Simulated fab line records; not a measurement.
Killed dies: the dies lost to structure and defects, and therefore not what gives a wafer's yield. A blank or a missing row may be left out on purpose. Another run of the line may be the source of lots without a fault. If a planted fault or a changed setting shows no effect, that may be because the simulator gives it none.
Which tool was responsible? / flow n5-finfet / 11 lots with 33 wafers sampled at 2 steps, on a route of 1938 steps

== WHAT EACH GAUGE READ, for each wafer ==
N5_MIM_TOP_LITHO_INSPECT_12: inspects for defects (macro).
lot=L314; measured=day 12 05:32; on=defect-inspect-02; raw-defect-count=3 3 3
lot=L315; measured=day 12 15:49; on=defect-inspect-02; raw-defect-count=2 1 1
lot=L319; measured=day 13 08:01; on=defect-inspect-01; raw-defect-count=1 0 1
lot=L324; measured=day 15 05:17; on=defect-inspect-02; raw-defect-count=3 1 1
lot=L327; measured=day 17 01:39; on=defect-inspect-01; raw-defect-count=2 2 2
lot=L329; measured=day 17 06:17; on=defect-inspect-01; raw-defect-count=1 6 4
lot=L330; measured=day 18 03:07; on=defect-inspect-01; raw-defect-count=0 0 2
lot=L331; measured=day 18 12:41; on=defect-inspect-01; raw-defect-count=3 2 2
lot=L333; measured=day 18 18:04; on=defect-inspect-01; raw-defect-count=0 6 3
lot=L334; measured=day 19 17:43; on=defect-inspect-01; raw-defect-count=2 0 2
lot=L332; measured=day 19 23:04; on=defect-inspect-01; raw-defect-count=3 0 4

== EACH LOT AND THE TOOL THAT RAN IT (in order: tool; ch and the chambers of the sampled wafers; start) ==
lot=L314; N5_BEOL_M15_DEP_53=pecvd-03 ch 0,1,2, day 12 01:20
lot=L315; N5_BEOL_M15_DEP_53=pecvd-02 ch 0,1, day 12 10:03
lot=L319; N5_BEOL_M15_DEP_53=pecvd-02 ch 0,2, day 13 04:49
lot=L324; N5_BEOL_M15_DEP_53=pecvd-02 ch 0,2, day 15 01:18
lot=L327; N5_BEOL_M15_DEP_53=pecvd-03 ch 1,2, day 16 21:14
lot=L329; N5_BEOL_M15_DEP_53=pecvd-04 ch 0,2, day 17 03:05
lot=L330; N5_BEOL_M15_DEP_53=pecvd-04 ch 0,2, day 17 23:34
lot=L331; N5_BEOL_M15_DEP_53=pecvd-02 ch 0,1,2, day 18 07:35
lot=L333; N5_BEOL_M15_DEP_53=pecvd-03 ch 1,2, day 18 12:35
lot=L334; N5_BEOL_M15_DEP_53=pecvd-03 ch 0,1, day 19 13:30
lot=L332; N5_BEOL_M15_DEP_53=pecvd-02 ch 0,1,2, day 19 17:41
- N5_BEOL_M15_DEP_53: deposits SiCN from 3MS/NH3, target thk 50 nm, time 17.8 s.

== THE ANSWER, worked out from the rows above alone ==
Rule: usual is defined by the lots themselves. Put in order of their means at a reading, lots are off if they are a third of the lots or fewer, leave a main group of 4 or more, and stand apart from it by a gap of 3 or more times the standard deviation of the main group's means; of several such gaps the widest counts. If all means in a main group match to the digits the tables above print for the reading, that group is not used. A lot without any number at a reading at which 4 lots or more have one is off too. Where the step has rows for the other lots, those lots are counted as sound.
None of the lots is off at any reading shown; this tells nothing.

== WHAT HAD BEEN PUT IN BY THE SIMULATOR ==
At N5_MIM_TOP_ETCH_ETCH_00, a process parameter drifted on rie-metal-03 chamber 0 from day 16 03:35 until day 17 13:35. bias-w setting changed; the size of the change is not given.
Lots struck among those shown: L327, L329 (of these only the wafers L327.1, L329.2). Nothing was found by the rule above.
